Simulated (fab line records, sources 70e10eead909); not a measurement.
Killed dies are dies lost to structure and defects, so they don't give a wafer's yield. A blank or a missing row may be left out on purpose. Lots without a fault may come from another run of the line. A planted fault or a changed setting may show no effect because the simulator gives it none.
Chamber matching | flow nand_harc | NHARC_A_STAIRCASE_DESCUM_291 on rie_diel-12: 4 sister chambers
The step chemistry O2, time 3 s. 8 wafers are shown with their chamber, then 7 later ones without.

WAFERS WITH THEIR CHAMBER
wafer  | chamber | showerhead_plenum_p_Torr (Torr) | rf_vpp_V (V)
L075.3 | 3       | 2.03                            | 58.8
L079.3 | 3       | 2.02                            | 58.2
L085.5 | 2       | 1.82                            | 58.6
L087.2 | 1       | 1.88                            | 57.4
L087.3 | 2       | 1.82                            | 56.6
L087.4 | 0       | 2.07                            | 59.3
L089.1 | 1       | 1.88                            | 57.7
L089.3 | 0       | 2.07                            | 58.7

WAFERS WITHOUT THEIR CHAMBER
wafer  | showerhead_plenum_p_Torr (Torr) | rf_vpp_V (V)
L089.4 | 2.01                            | 59.0
L094.2 | 2.01                            | 56.2
L094.5 | 2.01                            | 58.1
L094.6 | 1.81                            | 56.9
L097.1 | 1.81                            | 56.5
L097.2 | 2.01                            | 57.7
L097.6 | 2.01                            | 57.2

WHICH CHAMBER EACH WENT THROUGH
wafer  | from the rows above | in truth
L089.4 | 3                   | 3
L094.2 | 3                   | 3
L094.5 | 3                   | 3
L094.6 | 2                   | 2
L097.1 | 2                   | 2
L097.2 | 3                   | 3
L097.6 | 3                   | 3
Placed correctly: 7 of 7. Can't be placed from these rows: 0. Placed wrongly: 0.
How it was worked out, from the rows above alone: a wafer's distance from a chamber is the root of the sum, over the readings, of the square of ((its reading less the chamber's mean) divided by the reading's scatter). The wafer belongs to the nearest chamber; if the next one is less than 2 further off, it can't be placed. A chamber's mean is the mean of its shown wafers. The scatter: the root of (the sum of the squares of (reading less its chamber's mean) over the shown wafers, divided by (wafers less chambers)).
